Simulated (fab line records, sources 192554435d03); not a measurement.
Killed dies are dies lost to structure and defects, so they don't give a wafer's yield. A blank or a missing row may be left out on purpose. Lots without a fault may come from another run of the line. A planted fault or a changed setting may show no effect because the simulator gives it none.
One fault seen from 2 desks | flow n5_finfet | each desk has only its own numbers; what lay behind them comes last

THE METROLOGY DESK
What the gauges read, lot by lot, whatever tool the lot ran on: means of the sampled wafers that have a number. A lot is out of limits, marked OUT, if its mean lies more than 4 standard deviations from the usual mean; the brackets give that distance. Of its 10 readings 7 are shown: those that lie furthest out on some lot.
Columns: A = DIBL_N at N5_BEOL_M4_RC_MEAS_101, usual 36.4 mV/V; B = DIBL_P at N5_BEOL_M4_RC_MEAS_101, usual 36 mV/V; C = IOFF_N at N5_BEOL_M4_RC_MEAS_101, usual 0.16 nA/um; D = IOFF_P at N5_BEOL_M4_RC_MEAS_101, usual 0.21 nA/um; E = ION_N at N5_BEOL_M4_RC_MEAS_101, usual 677 uA/um; F = ION_P at N5_BEOL_M4_RC_MEAS_101, usual 464 uA/um; G = VT_P at N5_BEOL_M4_RC_MEAS_101, usual -251 mV
lot  | first seen here | A    | B  | C    | D    | E   | F   | G
L390 | day 10 10:23    | 32.4 | 32 | 0.11 | 0.15 | 661 | 456 | -254
L403 | day 13 05:03    | 37.5 | 37 | 0.18 | 0.23 | 678 | 463 | -248
L405 | day 14 05:05    | 39.0 | 40 | 0.22 | 0.26 | 695 | 471 | -247
L407 | day 14 07:36    | 33.6 | 34 | 0.12 | 0.13 | 653 | 445 | -259
This desk's finding: nothing out of limits on any of the 4 lots.

THE TOOL OWNER'S DESK: pecvd-04
The tool's own readings at N5_BEOL_M0_SAQP_PECVD_96 (deposits a-Si from SiH4/He, target thk 45 nm, time 45.2 s): means of the sampled wafers that have a number, for each lot that ran on this tool. A lot is out of limits, marked OUT, if its mean lies more than 4 standard deviations from the usual mean; the brackets give that distance.
Columns: A = heater_power_outer_w at N5_BEOL_M0_SAQP_PECVD_96, usual 365 W; B = heater_power_w at N5_BEOL_M0_SAQP_PECVD_96, usual 638 W; C = showerhead_plenum_p_Torr at N5_BEOL_M0_SAQP_PECVD_96, usual 5.67 Torr; D = throttle_valve_pct at N5_BEOL_M0_SAQP_PECVD_96, usual 18.2 %
lot  | first seen here | A   | B   | C    | D
L390 | day 7 04:27     | 349 | 615 | 5.69 | 19.3
L403 | day 10 04:45    | 338 | 615 | 5.69 | 18.4
L405 | day 10 22:37    | 331 | 604 | 5.70 | 18.6
This desk's finding: nothing out of limits on any of the 3 lots.

PUT TOGETHER
The metrology desk saw nothing out of limits.
The tool owner's desk saw nothing out of limits.

WHAT THE SIMULATOR HAD PUT IN
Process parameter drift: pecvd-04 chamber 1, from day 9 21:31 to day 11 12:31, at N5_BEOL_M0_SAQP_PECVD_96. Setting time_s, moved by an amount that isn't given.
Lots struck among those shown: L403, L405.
